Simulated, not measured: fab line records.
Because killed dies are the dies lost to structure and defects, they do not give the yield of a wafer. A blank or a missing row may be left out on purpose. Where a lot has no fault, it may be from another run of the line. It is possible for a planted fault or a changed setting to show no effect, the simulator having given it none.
Comparing a struck lot with a sound one + flow nand_harc + 17 steps out of a route of 1302
Sound: wafers L289.2, L289.3, L289.6. Wafers L295.1, L295.4, L295.5 were the ones struck. The cause is named last.
Per side, at each step with rows, come the tool, then ch with its chambers, and then its first start. Under that, the readings that differ: sound wafers + struck wafers + difference of the means + sigmas: that difference in standard deviations of wafers without a fault.
alike: words and numbers the same on both sides, and readings whose means are apart by under 2 such deviations; not compared: readings that were withheld, readings missing a value for some wafer, numbers with overlapping values and no deviation given by the record, and bounds like >300 which may hide the same value.
Wherever a step has rows on one side only, a row that says differs or no value, or a row with sigmas, the two part there. Numbers that have no deviation but don't overlap get no sigmas and don't part them. A reading missing from all wafers of one side parts the sides only when that side holds two or more wafers.

NHARC_P_GATE_CD_MEAS_46: target cd 720 nm.
  sound on cd_sem-02 ch 0, day 6 05:07; struck on cd_sem-03 ch 0, day 8 08:09
| reading    | sound             | struck            | difference | sigmas |
|------------|-------------------|-------------------|------------|--------|
| cd_nm (nm) | 722.6 722.5 720.2 | 717.8 717.8 718.4 | -3.8       | -2     |
then, 1 step without rows for these wafers: NHARC_P_GATE_HARDBAKE_47 (time 80 s).
NHARC_P_GATE_DESCUM_48: chemistry O2, time 3 s.
  sound on rie_diel-04 ch 0,1,3, day 6 05:17; struck on rie_diel-04 ch 0,2, day 8 08:19
  alike: drypump_motor_current_A, oes_product_au, rf_vpp_V, showerhead_plenum_p_Torr, throttle_valve_pct
  not compared: rf_hours_counter_h
following that, these wafers have no rows for 1 step: NHARC_P_GATE_IMPLANT_49.
NHARC_P_GATE_STRIP_111: strips in N2/H2, time 250 s.
  sound on plasma_asher-01 ch 0, day 6 05:42; struck on plasma_asher-02 ch 0,1, day 8 08:41
| reading                     | sound       | struck      | difference | sigmas |
|-----------------------------|-------------|-------------|------------|--------|
| drypump_motor_current_A (A) | 6.2 6.3 6.2 | 5.7 5.2 5.2 | -0.9       | -2     |
  alike: heater_power_w
  not compared: rf_hours_counter_h
NHARC_P_GATE_STRIP_75: strips in O2.
  sound on plasma_asher-01 ch 0, day 6 05:58; struck on plasma_asher-02 ch 0,1, day 8 08:59
| reading                     | sound       | struck      | difference | sigmas |
|-----------------------------|-------------|-------------|------------|--------|
| drypump_motor_current_A (A) | 6.2 6.2 6.2 | 5.7 5.2 5.2 | -0.8       | -2     |
  alike: heater_power_w
  not compared: rf_hours_counter_h
then, 6 steps without rows for these wafers: NHARC_P_GATE_STRIP_50 (strips in SPM, time 900 s); NHARC_P_GATE_DEHYDRATE_51 (time 120 s); NHARC_P_GATE_HMDS_52 (time 30 s); NHARC_P_GATE_COAT_53; NHARC_P_GATE_SOFTBAKE_54 (time 95 s); NHARC_P_GATE_EBR_55.
NHARC_P_GATE_EXPOSE_56: exposes mask P PSD, target cd 720 nm.
  sound on krf_scanner-02 ch 0, day 6 06:43; struck on krf_scanner-02 ch 0, day 8 09:44
| reading | sound                   | struck                           | difference | sigmas |
|---------|-------------------------|----------------------------------|------------|--------|
| mask    | P_PSD#0 P_PSD#0 P_PSD#0 | P_PSD_R1#0 P_PSD_R1#0 P_PSD_R1#0 | differs    |        |
then, 2 steps without rows for these wafers: NHARC_P_GATE_PEB_57 (peb time 85 s); NHARC_P_GATE_DEVELOP_58 (time 70 s).
NHARC_P_GATE_CD_MEAS_59: target cd 720 nm.
  sound on cd_sem-02 ch 0, day 6 06:53; struck on cd_sem-02 ch 0, day 8 09:54
| reading    | sound             | struck            | difference | sigmas |
|------------|-------------------|-------------------|------------|--------|
| cd_nm (nm) | 720.8 718.4 717.8 | 732.8 730.1 730.5 | +12.1      | +8     |
then, 1 step without rows for these wafers: NHARC_P_GATE_HARDBAKE_60 (time 80 s).

== WHERE THEY PART ==
At NHARC_P_GATE_CD_MEAS_46 first; at NHARC_P_GATE_CD_MEAS_59 last (within this record only).

WHY: whatever the simulator had introduced
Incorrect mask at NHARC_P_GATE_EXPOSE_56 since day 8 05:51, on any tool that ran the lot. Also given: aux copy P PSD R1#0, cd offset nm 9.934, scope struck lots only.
